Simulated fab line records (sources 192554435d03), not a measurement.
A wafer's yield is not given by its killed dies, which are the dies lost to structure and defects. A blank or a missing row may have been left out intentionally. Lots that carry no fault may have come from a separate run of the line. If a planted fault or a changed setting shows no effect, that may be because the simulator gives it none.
Split-lot experiment	flow n5-finfet	route with 1938 steps; 7 lots, 39 wafers read

== THE SPLIT ==
At N5_DUMMY_GATE_ETCH_32 (etches SiO2 in CF4, target depth 3.5 nm, time 3.9 s), the setting time-s was moved away from the recipe's 3.9 s on 12 of the 39 wafers read, by -15.9% to +16.2%. This setting was run at the recipe's value on the other wafers.

The split's own step is where the reading is taken.

== THE READING ==
etch.depth-nm (the simulator's own value, which no gauge read), in nm, at N5_DUMMY_GATE_ETCH_32 (etches SiO2 in CF4, target depth 3.5 nm, time 3.9 s). The file gives no usual value for it. Here, 27 wafers ran the recipe; their average is 3.498 nm with a standard deviation of 0.055 nm.

wafer	tool, chamber at the split	time-s as run, s	against the recipe	etch.depth-nm, nm	against lot-mates on the recipe
L074.1	rie-si-06, 1	3.9	recipe	3.63	-
L074.2	rie-si-06, 3	3.281	-15.9%	2.914	-0.658
L074.3	rie-si-06, 2	3.281	-15.9%	2.884	-0.688
L074.4	rie-si-06, 0	3.9	recipe	3.552	-
L074.5	rie-si-06, 1	3.281	-15.9%	3.05	-0.522
L074.6	rie-si-06, 0	3.9	recipe	3.535	-
L078.1	rie-si-02, 3	3.9	recipe	3.546	-
L078.2	rie-si-02, 1	3.9	recipe	3.522	-
L078.3	rie-si-02, 2	3.9	recipe	3.647	-
L078.4	rie-si-02, 0	3.9	recipe	3.495	-
L078.5	rie-si-02, 3	3.9	recipe	3.508	-
L078.6	rie-si-02, 0	3.9	recipe	3.478	-
L080.1	rie-si-05, 3	3.9	recipe	3.499	-
L080.2	rie-si-05, 2	4.531	+16.2%	3.977	+0.501
L080.3	rie-si-05, 0	3.9	recipe	3.467	-
L080.4	rie-si-05, 1	4.531	+16.2%	4.027	+0.551
L080.5	rie-si-05, 1	3.9	recipe	3.461	-
L080.6	rie-si-05, 0	4.531	+16.2%	4.038	+0.562
L086.1	rie-si-02, 2	3.56	-8.7%	3.366	-0.153
L086.2	rie-si-02, 3	3.9	recipe	3.54	-
L086.3	rie-si-02, 1	3.9	recipe	3.5	-
L086.4	rie-si-02, 0	3.9	recipe	3.516	-
L086.5	rie-si-02, 3	3.56	-8.7%	3.245	-0.274
L086.6	rie-si-02, 0	3.56	-8.7%	3.169	-0.350
L087.1	rie-si-05, 1	3.9	recipe	3.452	-
L087.2	rie-si-05, 0	3.9	recipe	3.456	-
L087.3	rie-si-05, 2	4.273	+9.6%	3.748	+0.290
L087.4	rie-si-05, 1	3.9	recipe	3.465	-
L087.5	rie-si-05, 2	4.273	+9.6%	3.768	+0.310
L087.6	rie-si-05, 0	4.273	+9.6%	3.771	+0.313
L090.1	rie-si-05, 1	3.9	recipe	3.507	-
L090.2	rie-si-05, 0	3.9	recipe	3.487	-
L090.3	rie-si-05, 2	3.9	recipe	3.441	-
L090.4	rie-si-05, 2	3.9	recipe	3.429	-
L090.5	rie-si-05, 1	3.9	recipe	3.522	-
L090.6	rie-si-05, 0	3.9	recipe	3.495	-
L096.3	rie-si-05, 3	3.9	recipe	3.476	-
L096.5	rie-si-05, 1	3.9	recipe	3.414	-
L096.6	rie-si-05, 2	3.9	recipe	3.402	-

THE FIT
A straight line over all 39 wafers: etch.depth-nm changes by +0.0318 nm for each +1% of time-s; r = +0.97; the points scatter about the line by 0.06 nm.
The same after taking each lot's own level away (the mean of its wafers on the recipe; 39 wafers): +0.0349 nm for each +1%; r = +0.98; scatter 0.051 nm.
According to that fit, moving time-s by its largest amount changes the reading by 0.56 nm.
The lots' own levels span 3.4307 to 3.5723 nm, that is 2.6 times the standard deviation above.
So the lot-to-lot level changes the slope little: the two slopes agree.
Check: with one of the wafers moved furthest among these (+16.2%) left out of the fit, the line predicts +0.569 nm for it against its lot-mates. It came out at +0.501 nm against them.

== THE OTHER SPLITS THESE WAFERS WENT THROUGH ==
These wafers also went through other splits before the reading. Each is held against what the fit with the lots' levels taken away leaves over:
other split on the same wafers	wafers away from the commonest value	r with etch.depth-nm (lot level and that fit taken away)
N5_FIN_SAQP_ALD_61 ald-cycles	12	-0.06
N5_FIN_SAQP_ETCH_69 target-depth-a	9	+0.26

== THE FILE'S OWN FIT ==
etch.depth-nm changes by +0.0349 nm for each +1% of time-s, r = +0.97.
